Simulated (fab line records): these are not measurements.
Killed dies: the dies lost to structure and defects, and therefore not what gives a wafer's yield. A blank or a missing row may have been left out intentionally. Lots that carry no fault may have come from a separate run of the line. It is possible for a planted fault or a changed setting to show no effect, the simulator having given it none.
8D (eight disciplines) problem report, filled in by code || flow n5-finfet || the parts of the form that need people (team, actions taken, sign-off) are left out

## 1. WHAT WENT WRONG
At N5_DUMMY_GATE_ETCH_32, oes-product-au averages 0.846 a.u. over 9 wafers from 3 lots, while fault-free wafers read 1.011 a.u., standard deviation 0.018. Measured from the usual mean, that is -9.2 standard deviations.
The step: etches SiO2 in CF4, target depth 3.5 nm, time 3.9 s.
First observed at day 4 18:49: wafer L975.1, on rie-si-02. At this step, 33 wafers from 11 lots have a number in the record. Rule for "out" (also "out of limits"): further than 4 standard deviations from the usual mean. Any other wafer with a number is counted as sound.

## 2. WHAT THIS IS AND IS NOT
{"question": "which readings at this step", "is": "oes-product-au", "is not": "drypump-motor-current-A, throttle-valve-pct"}
{"question": "which lots", "is": "L975, L976, L978", "is not": "L970, L971, L973, L974, L987, L988, L989, L990"}
{"question": "which wafers of those lots", "is": "all that have a number", "is not": "-"}
{"question": "read on which tools", "is": "rie-si-02", "is not": "rie-si-03, rie-si-06"}
{"question": "when", "is": "from day 4 18:49", "is not": "up to then (12 sound wafers); but 12 sound wafers of L987, L988, L989, L990 came after"}

## 3. SUSPECTS, AND WHAT RULES EACH OUT
Counting: a tool at any process step up to the reading remains a suspect when it ran all the lots that are out and ran no sound lot after the first of those.
- rie-si-03 at N5_DUMMY_GATE_TRIM_49 (chemistry O2, time 29 s, target cd 14 nm): ruled out as a lasting fault. Sound lots L988 ran on it after its first lot that is out, L975 (day 4 18:23).
- rie-si-02 at N5_DUMMY_GATE_ETCH_32 (etches SiO2 in CF4, target depth 3.5 nm, time 3.9 s): ruled out as a lasting fault. Sound lots L987, L988 ran on it after its first lot that is out, L975 (day 4 18:49).
Left after counting: nothing in the record.

## 4. THE CAUSE (what the simulator had put in)
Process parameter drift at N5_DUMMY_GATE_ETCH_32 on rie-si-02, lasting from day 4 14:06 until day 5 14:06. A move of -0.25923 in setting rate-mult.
Counting ruled it out, wrongly.

## 5. SEQUENCE OF EFFECTS, ordered by route
Rows list readings where the struck wafers' mean (over those with a number) sits beyond 3 standard deviations from the usual. Only readings whose record carries a usual standard deviation are examined. hours: median over the lots of the time between each lot's start at the first step of this table that gives one and its start at this step. sigmas: the change, counted in usual standard deviations.
{"hours": 0, "step": "N5_DUMMY_GATE_ETCH_32", "reading": "oes-product-au", "usual": "1.011 a.u.", "on struck wafers": 0.846, "change": -0.165, "sigmas": -9.2}
Process steps it contains:
- N5_DUMMY_GATE_ETCH_32: etches SiO2 in CF4, target depth 3.5 nm, time 3.9 s.
Later measuring or inspecting steps at which every struck wafer that the step has a row for has a number for every such reading, and none has moved that far: N5_DUMMY_GATE_INSPECT_27.

## 6. HOW IT WOULD HAVE BEEN CAUGHT EARLIER
The fault began at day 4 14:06; the first out-of-limits reading in this record came at day 4 18:49, 5 hours later.
